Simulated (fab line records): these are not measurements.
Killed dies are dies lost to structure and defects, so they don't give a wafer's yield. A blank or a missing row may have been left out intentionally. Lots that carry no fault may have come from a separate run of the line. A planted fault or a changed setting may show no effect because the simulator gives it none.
Matching of chambers / flow nand harc / NHARC_A_STAIRCASE_DEP_151 on pecvd-04: 3 sister chambers
The step deposits SiO2, target thk 3800 nm. 6 wafers are shown with their chamber, then 9 later ones without.

WAFERS PAIRED WITH THEIR CHAMBERS
wafer=L079.3; chamber=0; heater power w (W)=798
wafer=L079.6; chamber=2; heater power w (W)=513
wafer=L081.2; chamber=2; heater power w (W)=610
wafer=L087.1; chamber=1; heater power w (W)=761
wafer=L087.5; chamber=1; heater power w (W)=609
wafer=L087.6; chamber=0; heater power w (W)=670

WAFERS MISSING THEIR CHAMBER
wafer=L086.2; heater power w (W)=761
wafer=L086.3; heater power w (W)=680
wafer=L086.5; heater power w (W)=607
wafer=L094.1; heater power w (W)=758
wafer=L094.2; heater power w (W)=872
wafer=L094.3; heater power w (W)=622
wafer=L097.1; heater power w (W)=689
wafer=L097.4; heater power w (W)=716
wafer=L097.5; heater power w (W)=629

WHICH CHAMBER EACH ONE RAN IN
wafer=L086.2; from the rows above=can't be placed: 0 or 1 or 2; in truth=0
wafer=L086.3; from the rows above=can't be placed: 1 or 0 or 2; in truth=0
wafer=L086.5; from the rows above=can't be placed: 2 or 1 or 0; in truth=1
wafer=L094.1; from the rows above=can't be placed: 0 or 1 or 2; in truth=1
wafer=L094.2; from the rows above=can't be placed: 0 or 1 or 2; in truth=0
wafer=L094.3; from the rows above=can't be placed: 2 or 1 or 0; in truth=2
wafer=L097.1; from the rows above=can't be placed: 1 or 0 or 2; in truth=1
wafer=L097.4; from the rows above=can't be placed: 0 or 1 or 2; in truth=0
wafer=L097.5; from the rows above=can't be placed: 1 or 2 or 0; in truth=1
Placed correctly: 0 of 9. These rows do not allow placing 9 (true chamber among the candidates in 9). Number placed wrongly: 0.
How it was worked out, from the rows above alone: a wafer's distance from a chamber is the root of the sum, over the readings, of the square of ((its reading less the chamber's mean) divided by the reading's scatter). The wafer belongs to the nearest chamber; if the next one is less than 2 further off, it can't be placed. A chamber's mean is the mean of its shown wafers. The scatter is the square root of a quotient: the sum, over the shown wafers, of each reading's squared deviation from its chamber's mean, divided by wafers minus chambers.
